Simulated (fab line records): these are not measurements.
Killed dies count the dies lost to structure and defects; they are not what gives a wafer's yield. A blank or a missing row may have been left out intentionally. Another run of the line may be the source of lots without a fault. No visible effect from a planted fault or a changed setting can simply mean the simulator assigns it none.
A single fault, viewed from 2 desks + flow n5-finfet + every desk sees just its own numbers, and what lay behind them comes last

## THE TOOL OWNER'S DESK: litho-track-01
The tool's own readings at N5_MOL_CONTACT_COAG_DEVELOP_83 (develop time 30 s): means of the sampled wafers that have a number, for each lot that ran on this tool. Marked OUT: a lot whose mean sits more than 4 standard deviations from the usual mean, which makes it out of limits; the brackets give that distance.
Columns: A = chill-plate-temp-C at N5_MOL_CONTACT_COAG_DEVELOP_83, usual 22.97 C
| lot  | first seen here | A     |
|------|-----------------|-------|
| L389 | day 5 22:27     | 22.98 |
| L398 | day 8 11:03     | 22.85 |
| L403 | day 9 16:22     | 22.92 |
This desk found nothing out of limits on any of the 3 lots.

## THE METROLOGY DESK
What the gauges read, lot by lot, whatever tool the lot ran on: means of the sampled wafers that have a number. Marked OUT: a lot whose mean sits more than 4 standard deviations from the usual mean, which makes it out of limits; the brackets give that distance.
Columns: A = MD_CAP_THK at N5_MOL_CONTACT_COAG_THK_MEAS_29, usual 17.93 nm; B = cd-nm at N5_MOL_CONTACT_COAG_CD_MEAS_84, usual 25.08 nm
| lot  | first seen here | A     | B     |
|------|-----------------|-------|-------|
| L388 | day 5 20:57     | 17.83 | 24.89 |
| L389 | day 5 21:38     | 17.96 | 25.05 |
| L398 | day 8 10:13     | 17.99 | 24.95 |
| L400 | day 8 19:20     | 17.87 | -     |
| L399 | day 8 23:13     | 17.95 | -     |
| L401 | day 9 03:09     | 17.93 | -     |
| L403 | day 9 15:32     | 17.99 | 25.05 |
This desk found nothing out of limits on any of the 7 lots.

## TAKEN TOGETHER
The tool owner's desk saw nothing out of limits.
The metrology desk saw nothing out of limits.

## WHAT WAS PUT IN BY THE SIMULATOR
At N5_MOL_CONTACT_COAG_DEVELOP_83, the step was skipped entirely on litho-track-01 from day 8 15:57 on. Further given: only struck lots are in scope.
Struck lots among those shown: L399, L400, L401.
